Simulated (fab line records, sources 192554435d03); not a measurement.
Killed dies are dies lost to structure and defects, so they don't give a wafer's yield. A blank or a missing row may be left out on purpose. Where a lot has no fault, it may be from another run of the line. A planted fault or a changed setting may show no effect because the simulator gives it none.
Matching of chambers || flow n5Finfet || N5_BEOL_M2_ILD_DEP_00 on pecvd-04: 3 sister chambers
The step deposits SiOC from DEMS/O2, target thk 79 nm, time 15.3 s. 3 wafers are shown with their chamber, then 9 later ones without.

== WAFERS PAIRED WITH THEIR CHAMBERS ==
{"wafer": "L079.4", "chamber": 2, "throttleValvePct (%)": 11.2}
{"wafer": "L081.4", "chamber": 0, "throttleValvePct (%)": 11.1}
{"wafer": "L081.6", "chamber": 1, "throttleValvePct (%)": 12.6}

== WAFERS WHOSE CHAMBER IS MISSING ==
{"wafer": "L082.1", "throttleValvePct (%)": 12.7}
{"wafer": "L082.3", "throttleValvePct (%)": 11.2}
{"wafer": "L082.6", "throttleValvePct (%)": 11.2}
{"wafer": "L087.1", "throttleValvePct (%)": 11.2}
{"wafer": "L087.4", "throttleValvePct (%)": 11.4}
{"wafer": "L087.5", "throttleValvePct (%)": 11.1}
{"wafer": "L096.3", "throttleValvePct (%)": 12.8}
{"wafer": "L096.4", "throttleValvePct (%)": 12.9}
{"wafer": "L096.5", "throttleValvePct (%)": 11.5}

== THE CHAMBER EACH PASSED THROUGH ==
{"wafer": "L082.1", "from the rows above": 1, "in truth": 1}
{"wafer": "L082.3", "from the rows above": "can't be placed: 2 or 0", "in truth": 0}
{"wafer": "L082.6", "from the rows above": "can't be placed: 2 or 0", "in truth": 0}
{"wafer": "L087.1", "from the rows above": "can't be placed: 2 or 0", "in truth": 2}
{"wafer": "L087.4", "from the rows above": "can't be placed: 2 or 0", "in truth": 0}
{"wafer": "L087.5", "from the rows above": "can't be placed: 0 or 2", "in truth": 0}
{"wafer": "L096.3", "from the rows above": 1, "in truth": 1}
{"wafer": "L096.4", "from the rows above": 1, "in truth": 1}
{"wafer": "L096.5", "from the rows above": "can't be placed: 2 or 0", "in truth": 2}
Correct placement for 3 of the 9. From these rows, 6 cannot be placed; in 6 the true chamber is one of the candidates. Number placed wrongly: 0.
How it was worked out, from the rows above alone: a wafer's distance from a chamber is the root of the sum, over the readings, of the square of ((its reading less the chamber's mean) divided by the reading's scatter). The wafer belongs to the nearest chamber; if the next one is less than 2 further off, it can't be placed. The mean given for a chamber averages the wafers shown for that chamber. The scatter: with one shown wafer a chamber, the root of the mean of the squares of how far each hidden wafer lies from its nearest shown one.
